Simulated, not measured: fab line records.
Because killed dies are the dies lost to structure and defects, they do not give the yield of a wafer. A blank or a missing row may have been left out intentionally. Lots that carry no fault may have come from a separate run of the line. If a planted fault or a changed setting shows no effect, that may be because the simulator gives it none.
Matching of chambers	flow n5Finfet	4 sister chambers for N5_BEOL_M7_ALD_77 on aldMetal-04
The step deposits TaN, target thk 2 nm, pulse time 2 s, purge time 3 s. 16 wafers are shown with their chamber, then 7 later ones without.

== EACH WAFER AND ITS CHAMBER ==
wafer	chamber	heaterPowerW (W)	precursorVesselTempC (C)	mfcCarrierSccm (sccm)
L310.2	1	335	74.93	1501
L310.3	0	409	74.94	1503
L310.5	2	409	74.84	1501
L312.1	3	453	75.23	1501
L312.2	0	419	75.04	1505
L312.5	1	339	74.96	1495
L313.1	2	398	74.86	1500
L313.4	0	408	75.11	1499
L313.6	2	402	74.84	1502
L317.5	2	411	74.90	1497
L317.6	3	464	75.13	1503
L321.3	0	408	74.96	1498
L321.4	3	466	74.98	1505
L321.5	1	333	75.20	1497
L329.2	2	399	74.87	1498
L329.4	0	414	74.99	1504

SIGNATURES, as means of the wafers listed above
reading	chamber 0	chamber 1	chamber 2	chamber 3	scatter within a chamber
heaterPowerW	411.60	335.67	403.80	461.00	5.39
precursorVesselTempC	75.0080	75.0300	74.8620	75.1133	0.0897
mfcCarrierSccm	1501.80	1497.67	1499.60	1503.00	2.62
Rule: a wafer's distance from a chamber is the root of the sum, over the readings, of the square of ((its reading less the chamber's mean) divided by the reading's scatter). If the next closest chamber is less than 2 further off than the closest, the wafer can't be placed; otherwise it belongs to the closest. The scatter is the square root of a quotient: the sum, over the shown wafers, of each reading's squared deviation from its chamber's mean, divided by wafers minus chambers.

== WAFERS WITH NO CHAMBER GIVEN ==
wafer	heaterPowerW (W)	precursorVesselTempC (C)	mfcCarrierSccm (sccm)
L329.6	456	74.96	1511
L330.1	419	75.23	1496
L330.4	403	75.27	1501
L330.5	346	75.06	1495
L332.4	336	75.01	1501
L332.5	409	75.06	1494
L332.6	342	75.25	1503

== WHICH CHAMBER EACH WENT THROUGH ==
wafer	from the rows above	in truth
L329.6	3	3
L330.1	can't be placed: 0 or 2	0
L330.4	can't be placed: 0 or 2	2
L330.5	1	1
L332.4	1	1
L332.5	can't be placed: 0 or 2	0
L332.6	1	1
Placed correctly: 4 of 7. Not placeable from these rows: 3 (in 3, the candidates include the true chamber). 0 placed wrongly.
